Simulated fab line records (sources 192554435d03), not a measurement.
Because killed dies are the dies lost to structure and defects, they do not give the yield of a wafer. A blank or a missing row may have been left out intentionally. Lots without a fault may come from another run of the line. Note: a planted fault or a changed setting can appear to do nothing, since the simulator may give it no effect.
Comparing a struck lot with a sound one    flow n5Finfet    37 steps out of a route of 1938
Sound: wafers L988.3, L988.5, L988.6. Struck: wafers L996.1, L996.5 (left out: L996.3, a lot-mate that was not struck); the cause follows at the end.
At each step with rows: each side's tool, then ch and its chambers, then its first start. Under that, the readings that differ: sound wafers    struck wafers    difference of the means    sigmas: that difference in standard deviations of wafers without a fault.
alike: readings whose means differ by less than 2 such deviations, and words and numbers that are the same on both sides. not compared: withheld readings, readings that some wafer has no value for, bounds like >300 that may hide the same value, and numbers for which the record gives no deviation and whose values overlap.
The two part at a step that has a row with sigmas, a row that says differs or no value, or rows on one side only. Numbers that have no deviation but don't overlap get no sigmas and don't part them. Lack of a reading on every wafer of one side parts them only where that side has two or more wafers.

first, 9 steps without rows for these wafers: N5_SDB_COAT_03 (time 60 s, resist thk 100 nm); N5_SDB_COAT_04 (time 60 s, resist thk 18 nm); N5_SDB_COAT_05 (resist thk 90 nm); N5_SDB_EBR_07; N5_SDB_SOFTBAKE_06 (time 60 s); N5_SDB_EXPOSE_08 (exposes mask SDB); N5_SDB_PEB_09 (peb time 60 s); N5_SDB_DEVELOP_10 (develop time 30 s); N5_SDB_DESCUM_16 (chemistry O2, time 7.9 s).
N5_SDB_ETCH_17: etches SiARC in CF4, target depth 23.4 nm, time 39 s.
  sound on rieDiel-03 ch 1,2, day 6 05:41; struck on rieDiel-02 ch 3, day 8 07:16
  alike: drypumpMotorCurrentA, etchRfOnTimeS, oesProductAu, rfVppV, showerheadPlenumPTorr, throttleValvePct
  not compared: rfHoursCounterH
then, 26 steps without rows for these wafers: N5_SDB_ETCH_18 (etches SOC in N2/H2, target depth 100 nm, overetch 20 nm, time 150 s); N5_SDB_STRIP_19 (strips in N2/H2); N5_SDB_STRIP_21 (strips in CF4); N5_SDB_HM_OPEN_20 (chemistry CH3F/O2, target SiNx, stops on poly-Si, target depth 24 nm); N5_SDB_STRIP_22 (strips in N2/H2); N5_SDB_PRECLEAN_23 (cleans in dHF, time 30 s); N5_SDB_DUMMY_REMOVE_24 (chemistry TMAH, target poly-Si, stops on SiO2, target depth 142 nm, time 57 s, rinse time 30 s); N5_SDB_ETCH_25 (etches SiO2 in C4F6/O2, target depth 10 nm, time 3.3 s); N5_SDB_CUT_ETCH_26 (etches Si in HBr/Cl2/O2, target depth 129.6 nm, bt time 20 s, time 51.8 s); N5_SDB_PRECLEAN_38 (cleans in dHF, time 10 s); N5_SDB_PRECLEAN_39 (cleans in O3/DIW, time 45 s); N5_SDB_SRD_28 (time 30 s); N5_SDB_ALD_29 (deposits SiNx, target thk 30 nm, pulse time 1 s, ald cycles 600); N5_SDB_CMP_30 (polishes, stops on poly-Si, t overpolish 1.54 s, target thk 30 nm); N5_DUMMY_REMOVAL_HM_STRIP_01 (strips SiNx in CH3F/O2, stops on poly-Si, target depth 4 nm, time 6.8 s); N5_DUMMY_REMOVAL_STRIP_10 (strips in N2/H2, time 40 s); N5_DUMMY_REMOVAL_PRECLEAN_07 (cleans in dHF, time 30 s); N5_DUMMY_REMOVAL_DUMMY_REMOVE_02 (chemistry TMAH, target poly-Si, stops on SiO2, target depth 142 nm, time 57 s, rinse time 30 s); N5_DUMMY_REMOVAL_PRECLEAN_08 (cleans in NF3:NH3, afs cycles 2, time 20 s, sublimation time 60 s); N5_DUMMY_REMOVAL_PRECLEAN_04 (cleans in DHF, time 37 s); N5_DUMMY_REMOVAL_SRD_05 (time 30 s); N5_HKMG_FIN_IL_REGROW_00 (material SiO2, chemistry O3, target thk 0.75 nm, time 30 s); N5_HKMG_FIN_HK_ALD_01 (deposits HfO2, target thk 1.6 nm, pulse time 3 s, purge time 3 s); N5_HKMG_FIN_HK_ANNEAL_02 (time 30 s); N5_HKMG_FIN_ALD_74 (deposits La2O3, target thk 0.5 nm, pulse time 6 s, co reactant pulse time 1 s); N5_HKMG_FIN_ALD_75 (deposits Al2O3, target thk 1 nm, co reactant pulse time 1 s).
-- a jump in the record: the struck wafers' starts before and after are 10 days apart (it breaks off in module HKMG_FIN and resumes in module PASSIVATION, where the first step shown is number 1936 of the route) --
N5_PASSIVATION_PROBE_49:
  rows exist in the record for the struck wafers here (prober-01, day 18 12:49), but not for the sound ones

## WHERE THEY PART
Only at N5_PASSIVATION_PROBE_49, within this record.

WHY: the cause the simulator had injected
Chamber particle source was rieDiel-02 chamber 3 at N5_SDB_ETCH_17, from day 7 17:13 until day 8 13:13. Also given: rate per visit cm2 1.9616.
